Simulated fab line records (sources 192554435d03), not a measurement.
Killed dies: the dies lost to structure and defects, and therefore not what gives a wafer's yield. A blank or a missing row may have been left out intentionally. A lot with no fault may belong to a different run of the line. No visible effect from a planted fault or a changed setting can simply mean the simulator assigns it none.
fab line records :: flow n5-finfet
record
  lots=3
  wafers=9
  last-day=18
route steps=1938 shown BEOL_M0_SAQP@652 BEOL_M0_CUTY@710 BEOL_M4@1111 PASSIVATION@1936
lots that met no fault: taken from a fault-free run of the same line
start-h: hours from the record's opening day to when the first of the lot's shown wafers began :: wait-h: how many hours have passed since the lot's step before this one :: " the same as in the row above :: L1.1+2: several wafers, shown together as one row :: - no value present, or no start provided :: * or withheld: withheld :: < > ~ a bound
route shown NAME@n: names a module that has steps shown in the file, with the first one's number in the route :: usual: average and standard deviation across the fault-free wafers :: same: alike in all rows :: chamber/n: place in a boat :: sites: the reading at each site :: _std_site: their standard deviation :: _edge_site: inner sites' mean taken away from outer sites' mean :: radius-mm: for every site, how far away it sits from the centre of the wafer :: mask NAME#n: copy n :: behind: the last tool/chamber to shape the wafer :: hold: why the lot was held/for how many hours/how that ended :: device: the n, p or np transistor that did not switch :: end of line: the same wafers' tests at the end of the route :: a step given without rows: its recipe and nothing more :: killed: dies lost to structure and defects at the first sort, not the wafer's yield :: map: a wafer's dies, x killed, . not, _ none there
set.NAME: the setting as run; set.NAME@STEP: as run at that earlier step :: model.NAME: the simulator's own value behind a step, which no gauge read
certain route steps with their lots: each step a table, each wafer a row
services: the hour from which a tool's chamber was out of use, counted from the record's first day as start-h (under 0 if before that day), plus the number of hours and why
## steps
# step N5_BEOL_M0_SAQP_DESCUM_19
# recipe
  chemistry=O2
  time-s=7.9
  source-power-w=50
  bias-power-w=20
  pressure-mtorr=20
  rf-frequency-hz=2.712e+07
  temp-c=40
  resist=CAR-ArF
  o2-flow-sccm=225
# step N5_BEOL_M0_SAQP_ETCH_83
# recipe
  chemistry=CF4
  target=SiARC
  target-depth-a=390
  mask-material=CAR-ArF
  time-s=65
  ion-energy-ev=80
  pressure-mtorr=40
  source-w=545
  bias-w=36
  Ar_flow_sccm=100
  cf4-flow-sccm=100
  ends=cleared
# step N5_BEOL_M0_SAQP_ETCH_84
# recipe
  chemistry=N2/H2
  target=SOC
  target-depth-a=1000
  overetch-a=200
  mask-material=SiARC
  temp-c=40
  time-s=150
  ion-energy-ev=200
  pressure-mtorr=30
  source-w=840
  bias-w=150
  n2-flow-sccm=200
  h2-flow-sccm=200
# step N5_BEOL_M0_SAQP_STRIP_80
# recipe
  chemistry=N2/H2
  temp-c=40
  n2-flow-sccm=200
  h2-flow-sccm=200
  rf-frequency-hz=6e+07
# step N5_BEOL_M0_SAQP_HM_OPEN_112
# recipe
  chemistry=CHF3/O2
  target=SiO2
  stop-on=a-Si
  target-depth-a=120
  over-etch-frac=1.25
  mask-material=SOC
  time-s=13.5
  pressure-mtorr=30
  source-w=650
  bias-w=170
  Ar_flow_sccm=200
  CHF3_flow_sccm=50
  O2_flow_sccm=5
  ion-energy-ev=200
  ends=end-point
# step N5_BEOL_M0_SAQP_STRIP_113
# recipe
  chemistry=CHF3/O2
  resist=SiARC
  rf-frequency-hz=6e+07
# step N5_BEOL_M0_SAQP_MANDREL_ETCH_20
# recipe
  target-depth-a=600
  chemistry=HBr/Cl2
  target=a-Si
  stop-on=SiNx
  bt-time-s=10
  mask-material=SOC
  over-etch-frac=0.5
  time-s=30
  pressure-mtorr=10
  icp-w=800
  bias-w=75
  HBr_flow_sccm=150
  Cl2_flow_sccm=80
  ends=end-point
# step N5_BEOL_M0_SAQP_STRIP_86
# recipe
  chemistry=N2/H2
  power-w=500
  temp-c=40
  pressure-mtorr=50
  rf-frequency-hz=6e+07
  overash-fraction=0.3
  bias-power-w=28
  h2-frac=0.5
  n2-flow-sccm=300
  h2-flow-sccm=300
# step N5_BEOL_M0_SAQP_STRIP_115
# recipe
  chemistry=post-etch-residue-remover
  time-s=60
  temp-c=25
  remover-ph=withheld
  remover-water-wt-pct=withheld
  remover-fluoride-wt-pct=withheld
# step N5_BEOL_M0_SAQP_SRD_93
# recipe
  dry=ipa-marangoni
  time-s=30
  temp-c=23
  rinse-liquid=diw
# step N5_BEOL_M0_SAQP_RECESS_114
# recipe
  chemistry=HF/NH3
  target=SiO2
  target-depth-a=144
  afs-cycles=3
  temp-c=30
  sublimation-temp-c=180
  sublimation-time-s=60
# step N5_BEOL_M0_SAQP_SPACER1_ALD_98
# recipe
  material=SiO2
  target-thk-a=128
  temp-c=300
  ald-precursor-family=BDEAS
  ald-co-reactant=O2-plasma
  pulse-time-s=1
  purge-time-s=2
  co-reactant-purge-time-s=2
  ald-cycles=138
  pressure-torr=2
# usual
  chamber-pressure-Torr=2.000/0.0044
  heater-power-w=448/60
  precursor-pulse-height-rel=0.997/0.02
# same
  ald-cycles=138
lot.wafer: L329.1
tool: ald-sin-04
chamber: 3
start-h: 111.56
wait-h: 0.3
chamber-pressure-Torr: 1.992
heater-power-w: 377
precursor-pulse-height-rel: 1.023

lot.wafer: L329.2
tool: ald-sin-04
chamber: 2
start-h: 111.56
wait-h: 0.3
chamber-pressure-Torr: 2.002
heater-power-w: 492
precursor-pulse-height-rel: 1.008

lot.wafer: L329.5
tool: ald-sin-04
chamber: 2
start-h: 111.56
wait-h: 0.3
chamber-pressure-Torr: 2.004
heater-power-w: 496
precursor-pulse-height-rel: 1.025

lot.wafer: L345.1
tool: ald-sin-04
chamber: 0
start-h: 216.75
wait-h: 0.4
chamber-pressure-Torr: 1.998
heater-power-w: 541
precursor-pulse-height-rel: 1.014

lot.wafer: L345.3
tool: ald-sin-04
chamber: 3
start-h: 216.75
wait-h: 0.4
chamber-pressure-Torr: 1.999
heater-power-w: 383
precursor-pulse-height-rel: 0.986

lot.wafer: L345.4
tool: ald-sin-04
chamber: 1
start-h: 216.75
wait-h: 0.4
chamber-pressure-Torr: 2.004
heater-power-w: 439
precursor-pulse-height-rel: 0.994

lot.wafer: L351.1
tool: ald-sin-02
chamber: 3
start-h: 251.83
wait-h: 0.3
chamber-pressure-Torr: 2.001
heater-power-w: 499
precursor-pulse-height-rel: 0.972

lot.wafer: L351.4
tool: ald-sin-02
chamber: 0
start-h: 251.83
wait-h: 0.3
chamber-pressure-Torr: 1.995
heater-power-w: 493
precursor-pulse-height-rel: 0.969

lot.wafer: L351.6
tool: ald-sin-02
chamber: 2
start-h: 251.83
wait-h: 0.3
chamber-pressure-Torr: 2.001
heater-power-w: 474
precursor-pulse-height-rel: 0.992
# step N5_BEOL_M0_SAQP_SPACER1_ETCHBACK_99
# recipe
  chemistry=CHF3/O2
  mode=anisotropic-etchback
  target=SiO2
  target-depth-a=154
  time-s=7.7
  pressure-mtorr=30
  source-w=650
  bias-w=170
  Ar_flow_sccm=200
  CHF3_flow_sccm=50
  O2_flow_sccm=5
  ion-energy-ev=200
# step N5_BEOL_M0_SAQP_MANDREL1_REMOVE_100
# recipe
  chemistry=HBr/Cl2/O2
  bt-time-s=10
  target=a-Si
  stop-on=SiNx
  endpoint=OES-SiCl
  over-etch-frac=0.85
  icp-w=600
  bias-w=30
  HBr_flow_sccm=150
  Cl2_flow_sccm=80
  O2_flow_sccm=5
  pressure-mtorr=10
# step N5_BEOL_M0_SAQP_ETCH_101
# recipe
  chemistry=CH3F/O2
  target=SiNx
  mask-material=SiO2
  target-depth-a=299
  time-s=42.7
  pressure-mtorr=30
  source-w=395
  bias-w=73
  Ar_flow_sccm=150
  CH3F_flow_sccm=30
  O2_flow_sccm=20
  ion-energy-ev=120
# step N5_BEOL_M0_SAQP_ETCH_102
# recipe
  chemistry=CF4
  target=SiO2
  target-depth-a=40
  ion-energy-ev=350
  time-s=4.4
  pressure-mtorr=10
  icp-w=800
  bias-w=400
  cf4-flow-sccm=80
# step N5_BEOL_M0_SAQP_MANDREL_ETCH_103
# recipe
  chemistry=HBr/Cl2
  target=a-Si
  target-depth-a=450
  bt-time-s=10
  stop-on=SiCN
  mask-material=SiO2
  over-etch-frac=0.8
  time-s=27
  pressure-mtorr=10
  icp-w=800
  bias-w=75
  HBr_flow_sccm=150
  Cl2_flow_sccm=80
  ends=end-point
# step N5_BEOL_M0_SAQP_RECESS_104
# recipe
  chemistry=HF/NH3
  target=SiO2
  target-depth-a=180
  afs-cycles=3
  temp-c=30
  sublimation-temp-c=180
  sublimation-time-s=60
# step N5_BEOL_M0_SAQP_COAT_105
# recipe
  resist=SOC
  temp-c=250
  time-s=60
  spin-rpm=1500
  resist-thk-nm=100
# step N5_BEOL_M0_SAQP_ETCH_106
# recipe
  chemistry=N2/H2
  target=SOC
  target-depth-a=1500
  stop-on=SiNx
  ion-energy-ev=100
  bias-w=61
  pressure-mtorr=30
  source-w=850
  n2-flow-sccm=200
  h2-flow-sccm=200
# step N5_BEOL_M0_SAQP_ETCH_107
# recipe
  chemistry=CH3F/O2
  target=SiNx
  target-depth-a=300
  mask-material=SOC
  pressure-mtorr=30
  source-w=395
  bias-w=73
  Ar_flow_sccm=150
  CH3F_flow_sccm=30
  O2_flow_sccm=20
  ion-energy-ev=120
# step N5_BEOL_M0_SAQP_STRIP_108
# recipe
  chemistry=N2/H2
  power-w=500
  temp-c=40
  pressure-mtorr=50
  rf-frequency-hz=6e+07
  overash-fraction=0.3
  bias-power-w=28
  h2-frac=0.5
  n2-flow-sccm=300
  h2-flow-sccm=300
# step N5_BEOL_M0_SAQP_RECESS_109
# recipe
  chemistry=HF/NH3
  target=SiO2
  target-depth-a=30
  afs-cycles=1
  temp-c=30
  sublimation-temp-c=180
  sublimation-time-s=60
# step N5_BEOL_M0_SAQP_SPACER2_ALD_26
# recipe
  material=SiO2
  target-thk-a=150
  temp-c=300
  ald-precursor-family=BDEAS
  ald-co-reactant=O2-plasma
  pulse-time-s=1
  purge-time-s=2
  co-reactant-purge-time-s=2
  pressure-torr=2
# step N5_BEOL_M0_SAQP_SPACER2_ETCHBACK_27
# recipe
  chemistry=CHF3/O2
  mode=anisotropic-etchback
  target=SiO2
  target-depth-a=225
  time-s=11.25
  pressure-mtorr=30
  source-w=650
  bias-w=170
  Ar_flow_sccm=200
  CHF3_flow_sccm=50
  O2_flow_sccm=5
  ion-energy-ev=200
# step N5_BEOL_M0_SAQP_MANDREL2_REMOVE_110
# recipe
  chemistry=HBr/Cl2/O2
  bt-time-s=10
  target=a-Si
  stop-on=SiCN
  endpoint=OES-SiCl
  over-etch-frac=1
  icp-w=600
  bias-w=30
  HBr_flow_sccm=150
  Cl2_flow_sccm=80
  O2_flow_sccm=5
  pressure-mtorr=10
# step N5_BEOL_M0_SAQP_COAT_69
# recipe
  resist=SOC
  temp-c=250
  time-s=60
  spin-rpm=1500
  resist-thk-nm=90
# step N5_BEOL_M0_SAQP_COAT_72
# recipe
  resist=SiARC
  temp-c=220
  time-s=60
  spin-rpm=1500
  resist-thk-nm=15
# step N5_BEOL_M0_SAQP_COAT_87
# recipe
  resist=underlayer
  temp-c=205
  time-s=60
  spin-rpm=1500
  resist-thk-nm=5
# step N5_BEOL_M0_SAQP_COAT_34
# recipe
  resist=CAR-EUV
  spin-rpm=1500
  resist-thk-nm=30
# step N5_BEOL_M0_SAQP_EBR_36
# recipe
  solvent=PGMEA
  ebr-width-mm=1.5
# step N5_BEOL_M0_SAQP_SOFTBAKE_35
# recipe
  temp-c=110
  time-s=60
  resist=CAR-EUV
# step N5_BEOL_M0_SAQP_EXPOSE_37
# recipe
  mask-id=M0_CUT1
  na=0.33
  source-shape=annular
  sigma-inner=0.35
  sigma-outer=0.8
  polarization=unpolarized
  target-cd-nm=30
  dose-mj=44.75
# step N5_BEOL_M0_SAQP_PEB_38
# recipe
  peb-temp-c=100
  peb-time-s=60
  resist=CAR-EUV
# step N5_BEOL_M0_SAQP_DEVELOP_39
# recipe
  develop-time-s=30
  developer=TMAH
  resist=CAR-EUV
  rinse-liquid=surfactant-rinse
  dry=air-spin
  dev-temp-c=23
# step N5_BEOL_M0_SAQP_DESCUM_45
# recipe
  chemistry=O2
  time-s=7
  source-power-w=50
  bias-power-w=20
  pressure-mtorr=20
  rf-frequency-hz=2.712e+07
  temp-c=40
  resist=CAR-EUV
  o2-flow-sccm=225
# step N5_BEOL_M0_CUTY_INSPECT_59
# recipe
  mode=adi
  inspect-instrument=macro
# usual
  raw-defect-count=2.0/1.3
lot.wafer: L329.1
tool: defect-inspect-02
chamber: -
start-h: 116.35
wait-h: 0.0
raw-defect-count: 3

lot.wafer: L329.2
tool: defect-inspect-02
chamber: -
start-h: 116.35
wait-h: 0.0
raw-defect-count: 2

lot.wafer: L329.5
tool: defect-inspect-02
chamber: -
start-h: 116.35
wait-h: 0.0
raw-defect-count: 3

lot.wafer: L345.1
tool: defect-inspect-02
chamber: -
start-h: 222.15
wait-h: 0.0
raw-defect-count: 247

lot.wafer: L345.3
tool: defect-inspect-02
chamber: -
start-h: 222.15
wait-h: 0.0
raw-defect-count: 4

lot.wafer: L345.4
tool: defect-inspect-02
chamber: -
start-h: 222.15
wait-h: 0.0
raw-defect-count: 1

lot.wafer: L351.1
tool: defect-inspect-02
chamber: -
start-h: 256.38
wait-h: 0.0
raw-defect-count: 2

lot.wafer: L351.4
tool: defect-inspect-02
chamber: -
start-h: 256.38
wait-h: 0.0
raw-defect-count: 3

lot.wafer: L351.6
tool: defect-inspect-02
chamber: -
start-h: 256.38
wait-h: 0.0
raw-defect-count: 2
# step N5_BEOL_M4_RC_MEAS_101
# usual
  DIBL_N=36.5/1.4
  DIBL_P=36.6/1.9
  IOFF_N=0.167/0.029
  IOFF_P=0.21/0.033
  ION_N=674/12
  ION_P=460/8.9
  SS_N=71.6/0.57
  SS_P=73.4/0.61
  VT_N=249/3.3
  VT_P=-250/3.3
lot.wafer: L329.1
tool: prober-01
chamber: 0
start-h: 163.74
wait-h: 0.6
DIBL_N[mV/V]: 36.7
DIBL_P[mV/V]: 38.0
IOFF_N[nA/um]: 0.190
IOFF_P[nA/um]: 0.20
ION_N[uA/um]: 672
ION_P[uA/um]: 454
SS_N[mV/dec]: 71.9
SS_P[mV/dec]: 73.4
VT_N[mV]: 245
VT_P[mV]: -253

lot.wafer: L329.2
tool: prober-01
chamber: 0
start-h: 163.74
wait-h: 0.6
DIBL_N[mV/V]: 35.6
DIBL_P[mV/V]: 36.2
IOFF_N[nA/um]: 0.158
IOFF_P[nA/um]: 0.18
ION_N[uA/um]: 672
ION_P[uA/um]: 451
SS_N[mV/dec]: 72.0
SS_P[mV/dec]: 73.6
VT_N[mV]: 248
VT_P[mV]: -255

lot.wafer: L329.5
tool: prober-01
chamber: 0
start-h: 163.74
wait-h: 0.6
DIBL_N[mV/V]: 37.2
DIBL_P[mV/V]: 38.2
IOFF_N[nA/um]: 0.186
IOFF_P[nA/um]: 0.21
ION_N[uA/um]: 673
ION_P[uA/um]: 456
SS_N[mV/dec]: 72.3
SS_P[mV/dec]: 73.6
VT_N[mV]: 247
VT_P[mV]: -250

lot.wafer: L345.1
tool: prober-02
chamber: 0
start-h: 269.21
wait-h: 0.0
DIBL_N[mV/V]: 38.8
DIBL_P[mV/V]: 39.3
IOFF_N[nA/um]: 0.201
IOFF_P[nA/um]: 0.22
ION_N[uA/um]: 677
ION_P[uA/um]: 452
SS_N[mV/dec]: 72.3
SS_P[mV/dec]: 73.5
VT_N[mV]: 248
VT_P[mV]: -252

lot.wafer: L345.3
tool: prober-02
chamber: 0
start-h: 269.21
wait-h: 0.0
DIBL_N[mV/V]: 38.2
DIBL_P[mV/V]: 38.8
IOFF_N[nA/um]: 0.181
IOFF_P[nA/um]: 0.21
ION_N[uA/um]: 666
ION_P[uA/um]: 450
SS_N[mV/dec]: 71.6
SS_P[mV/dec]: 74.3
VT_N[mV]: 246
VT_P[mV]: -253

lot.wafer: L345.4
tool: prober-02
chamber: 0
start-h: 269.21
wait-h: 0.0
DIBL_N[mV/V]: 39.2
DIBL_P[mV/V]: 39.4
IOFF_N[nA/um]: 0.201
IOFF_P[nA/um]: 0.22
ION_N[uA/um]: 674
ION_P[uA/um]: 452
SS_N[mV/dec]: 73.1
SS_P[mV/dec]: 74.1
VT_N[mV]: 250
VT_P[mV]: -253

lot.wafer: L351.1
tool: prober-01
chamber: 0
start-h: 308.55
wait-h: 0.0
DIBL_N[mV/V]: 40.7
DIBL_P[mV/V]: 41.6
IOFF_N[nA/um]: 0.277
IOFF_P[nA/um]: 0.33
ION_N[uA/um]: 690
ION_P[uA/um]: 470
SS_N[mV/dec]: 73.3
SS_P[mV/dec]: 75.1
VT_N[mV]: 240
VT_P[mV]: -244

lot.wafer: L351.4
tool: prober-01
chamber: 0
start-h: 308.55
wait-h: 0.0
DIBL_N[mV/V]: 35.2
DIBL_P[mV/V]: 34.5
IOFF_N[nA/um]: 0.134
IOFF_P[nA/um]: 0.19
ION_N[uA/um]: 649
ION_P[uA/um]: 447
SS_N[mV/dec]: 72.0
SS_P[mV/dec]: 72.4
VT_N[mV]: 253
VT_P[mV]: -250

lot.wafer: L351.6
tool: prober-01
chamber: 0
start-h: 308.55
wait-h: 0.0
DIBL_N[mV/V]: 35.7
DIBL_P[mV/V]: 35.9
IOFF_N[nA/um]: 0.154
IOFF_P[nA/um]: 0.22
ION_N[uA/um]: 669
ION_P[uA/um]: 458
SS_N[mV/dec]: 71.7
SS_P[mV/dec]: 72.8
VT_N[mV]: 249
VT_P[mV]: -250
# step N5_PASSIVATION_PROBE_49
# usual
  defect-limited-yield=91.2/1.6
  killed_at_M0_to_M3=34/11
  killed_at_M4_up=14/5.7
  killed-at-contacts=14/6.6
  killed-at-front-end=37/10
  killed-at-other=4/3.2
  killed-dies=104/19
  killed-open=69/13
  killed-short=33/8.7
  sort_bin_4_leakage=0.00/0.014
  sort_bin_5_function=5.1/1
  sort_bin_6_memory=3.3/0.76
  sort_bin_8_speed=0.00/0.016
  sort-n-pass=1076/19
  sort-yield-pct=91.2/1.6
# same
  gross-dies=1180
  killed-at-back-side=0
lot.wafer: L345.1
tool: prober-02
chamber: -
start-h: 379.08
wait-h: 0.0
defect-limited-yield[%]: 84.4
killed_at_M0_to_M3: 125
killed_at_M4_up: 15
killed-at-contacts: 6
killed-at-front-end: 35
killed-at-other: 3
killed-dies: 184
killed-open: 68
killed-short: 25
sort_bin_4_leakage[%]: 0
sort_bin_5_function[%]: 9.7
sort_bin_6_memory[%]: 4.5
sort_bin_8_speed[%]: 0
sort-n-pass: 996
sort-yield-pct[%]: 84.4
# killed by level:class
L345.1 BEOL_M0_SAQP:unspecified=90 BEOL_M2:geometric-particle:open=10 BEOL_M3:geometric-particle:open=9 FIN_SAQP:geometric-particle:open=7 FIN_SAQP:geometric-particle:short=7 BEOL_M1:geometric-particle:open=6 BEOL_M4:geometric-particle:open=5 BEOL_M7:geometric-particle:open=5
# map L345.1 (x killed, . not)
_________________...xx..x....________________
______________...x............x._____________
___________.xx......x..............__________
__________......x..x...x............_________
________...x...xx..xx..x.............._______
_______...........x.......x..........x.______
______..........x...x.x.....x..........._____
_____..........................xx........____
____.x.................................x.x___
___x.....x...xx..................x.........__
___......x....................x.....x......__
__.............................x............_
__.x............x......xx....x...x.xx......._
_.....x...............xxx...x................
_...x...............x.xx.xx.xx...x.x..x.x...x
_...x..............x.xxxxxxx.x...............
_.....x.......x.....xxxxxxxxxxx..............
_..............x...xxxxxxxxxxxx............xx
_.x...............xxxxxxxxxx.................
_....x..........xx..xxxxxxxxxx..x............
_...........x....xxxxxxxxxxxxx.....x...x...x.
__....x....x.....x..xxxxxxx...xx.x.........._
__.........x.....x...x.xxx..x..............._
___x......................x.............x..__
___...x......x.x........x..................__
____....x...............x.................___
_____......................x..x.x..x.....____
______....x..........................x.._____
_______................................______
________............x...............x._______
__________.........................._________
___________........................__________
______________.....x............_____________
_________________...x..x.....________________
# map L329.2 (x killed, . not)
_________________......x.....________________
______________.x.x............x._____________
___________.x.........x...x........__________
__________.............x..x...x....._________
________..............x......x........_______
_______x.........x..........x....x.x...______
______.................................._____
_____...................x.x..............____
____..................x....xx........x..xx___
___........x..............x...............x__
___x.............x.........x.x.......xx....__
__.......x.......x.........................._
__...........x.........x...................._
_.............xx.............x.....x.........
_...x......x.......xx.....x..........x...x...
_............................x.x....x........
_....x.......xx........x.................x..x
_............x....x.xx....................x.x
_x........x.................x...............x
_.x...............x.x..........x..x..........
_...x......x..........x......................
__.............x..........x......xx........._
__.......x...........................x.xx..._
___......x...x.............................__
___....................x....x....x.......x.__
____..........x....x.xx...................___
_____.x..........x.........x....x...x....____
______x.....xx.....x......xx..x....x.x.._____
_______..x............................x______
________............x................._______
__________x...x..x..........x.....xx_________
___________......x....x............__________
______________............x.x..._____________
_________________x...........________________
## services
tool: ald-sin-02
chamber: -
start-h: 101.48
hours: 2.8
kind: pm

tool: ald-sin-02
chamber: 0
start-h: 101.48
hours: -
kind: clean

tool: ald-sin-02
chamber: 1
start-h: 101.48
hours: -
kind: clean

tool: ald-sin-02
chamber: 2
start-h: 101.48
hours: -
kind: clean

tool: ald-sin-02
chamber: 3
start-h: 101.48
hours: -
kind: clean

tool: ald-sin-04
chamber: 1
start-h: 126.36
hours: 4.3
kind: repair

tool: ald-sin-04
chamber: -
start-h: 206.12
hours: 6.1
kind: pm
## key
first-sign
  step=N5_BEOL_M0_CUTY_INSPECT_59
  reading=raw-defect-count
  direction=up
  sigmas=99+
  usual=2.0
  struck=247
effect
  step=N5_PASSIVATION_PROBE_49
  reading=killed_at_M0_to_M3
  direction=up
  sigmas=8.4
  usual=34
  struck=125
more-kills-born-at
  N5_BEOL_M0_SAQP_SPACER1_ALD_98@ald-sin-04=90
met-at N5_BEOL_M0_SAQP_SPACER1_ALD_98
struck-wafers L345.1
fault
  kind=chamber-particle-source
  tool=ald-sin-04
  chamber=0
  onset-h=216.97
  steps=N5_BEOL_M0_SAQP_SPACER1_ALD_98
  rate-per-visit-cm2=0.42639
  end-h=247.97
